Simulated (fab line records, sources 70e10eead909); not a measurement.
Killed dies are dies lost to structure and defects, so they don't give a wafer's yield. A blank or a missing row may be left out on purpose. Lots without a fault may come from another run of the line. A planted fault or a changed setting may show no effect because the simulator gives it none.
Tool commonality check | flow nand_harc | 3 lots, 9 wafers sampled

WHY IT WAS OPENED
At NHARC_END_SORT_01 the reading killed_at_other is flagged on 2 of 3 lots. Wafers without a fault read 0.9, standard deviation 1.2.
Rule: a lot is flagged when every wafer of it that has a number lies more than 4 standard deviations from that mean, or none has a number. The other lots count as sound.

lot  | measured     | on        | killed_at_other, wafer by wafer | flag
L671 | day 25 22:12 | prober-01 | 627 606 608                     | FLAGGED
L673 | day 26 23:50 | prober-02 | 598 605 605                     | FLAGGED
L672 | day 27 14:13 | prober-01 | 4 1 2                           |
The numbers of the flagged lots are 608.2 on average: +607.3 against the usual, or +99 or more standard deviations.

WHICH TOOL RAN EACH LOT
The record holds 2 process steps before the reading, out of a route of 1302 steps. In each cell: the tool, then ch and the chambers that the sampled wafers went through, then the start.
lot  | flag    | NHARC_A_BONDPAD_ETCH_34            | NHARC_THIN_TSV_DEP_43
L671 | FLAGGED | rie_diel-09 ch 0,1,2, day 24 14:16 | pecvd-01 ch 0,2, day 25 05:44
L673 | FLAGGED | rie_diel-09 ch 1,2, day 25 16:28   | pecvd-02 ch 0,2, day 26 06:37
L672 |         | rie_diel-09 ch 0,2, day 26 06:19   | pecvd-02 ch 1,2, day 26 20:18
What these steps do:
- NHARC_A_BONDPAD_ETCH_34: etches the open film in N2/H2, target depth 60 nm, overetch 18 nm, time 65.91 s.
- NHARC_THIN_TSV_DEP_43: deposits SiO2, target thk 1328.5 nm.
- NHARC_END_SORT_01

FLAGGED OVER TOTAL, TOOL BY TOOL (the gauges that took the reading come last)
step                    | tool        | lots run | flagged | share of the flagged lots | sound lots run after its first flagged lot
NHARC_A_BONDPAD_ETCH_34 | rie_diel-09 | 3        | 2       | all                       | 1 (L672)
NHARC_THIN_TSV_DEP_43   | pecvd-01    | 1        | 1       | some                      | 0
NHARC_THIN_TSV_DEP_43   | pecvd-02    | 2        | 1       | some                      | 1 (L672)
NHARC_END_SORT_01       | prober-01   | 2        | 1       | some                      | 1 (L672)
NHARC_END_SORT_01       | prober-02   | 1        | 1       | some                      | 0

WHAT THE TABLE ALLOWS
1 row of the table ran every flagged lot: rie_diel-09 at NHARC_A_BONDPAD_ETCH_34.
- rie_diel-09 at NHARC_A_BONDPAD_ETCH_34: 2 of its 3 lots flagged. Sound lots ran on it after the first flagged one (L672), which a lasting fault on the whole tool wouldn't allow.
No row of the table ran every flagged lot and no sound lot after the first.

WHAT THE SIMULATOR HAD PUT IN
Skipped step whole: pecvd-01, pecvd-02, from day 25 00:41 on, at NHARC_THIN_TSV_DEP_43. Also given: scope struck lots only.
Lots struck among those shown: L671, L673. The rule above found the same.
